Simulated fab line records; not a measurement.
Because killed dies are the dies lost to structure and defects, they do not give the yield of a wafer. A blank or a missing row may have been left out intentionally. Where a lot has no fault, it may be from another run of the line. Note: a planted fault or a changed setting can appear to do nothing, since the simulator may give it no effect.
Chamber matching || flow nand-harc || 4 sister chambers for NHARC_P_ZERO_WELL_DESCUM_39 on rie-diel-04
The step chemistry O2, time 3 s. 4 wafers are shown with their chamber, then 8 later ones without.

== WAFERS, EACH WITH ITS CHAMBER ==
{"wafer": "L082.6", "chamber": 1, "drypump-motor-current-A (A)": 5.6}
{"wafer": "L084.4", "chamber": 3, "drypump-motor-current-A (A)": 6.5}
{"wafer": "L084.6", "chamber": 2, "drypump-motor-current-A (A)": 5.2}
{"wafer": "L088.1", "chamber": 0, "drypump-motor-current-A (A)": 5.5}

== WAFERS WITHOUT THEIR CHAMBER ==
{"wafer": "L088.2", "drypump-motor-current-A (A)": 5.2}
{"wafer": "L088.4", "drypump-motor-current-A (A)": 5.5}
{"wafer": "L092.1", "drypump-motor-current-A (A)": 5.2}
{"wafer": "L092.3", "drypump-motor-current-A (A)": 5.5}
{"wafer": "L092.5", "drypump-motor-current-A (A)": 5.2}
{"wafer": "L097.2", "drypump-motor-current-A (A)": 5.4}
{"wafer": "L097.3", "drypump-motor-current-A (A)": 5.2}
{"wafer": "L097.4", "drypump-motor-current-A (A)": 5.6}

== EACH ONE'S CHAMBER ==
{"wafer": "L088.2", "from the rows above": 2, "in truth": 2}
{"wafer": "L088.4", "from the rows above": 0, "in truth": 0}
{"wafer": "L092.1", "from the rows above": 2, "in truth": 2}
{"wafer": "L092.3", "from the rows above": 0, "in truth": 0}
{"wafer": "L092.5", "from the rows above": 2, "in truth": 2}
{"wafer": "L097.2", "from the rows above": 0, "in truth": 0}
{"wafer": "L097.3", "from the rows above": 2, "in truth": 2}
{"wafer": "L097.4", "from the rows above": 1, "in truth": 1}
Correctly placed: 8 of 8. Number that these rows cannot place: 0. Placed wrongly: 0.
How it was worked out, from the rows above alone: a wafer's distance from a chamber is the root of the sum, over the readings, of the square of ((its reading less the chamber's mean) divided by the reading's scatter). The wafer belongs to the nearest chamber; if the next one is less than 2 further off, it can't be placed. The mean given for a chamber averages the wafers shown for that chamber. The scatter (one wafer shown for each chamber): square how far every hidden wafer sits from the nearest shown wafer, average those squares and take the square root.
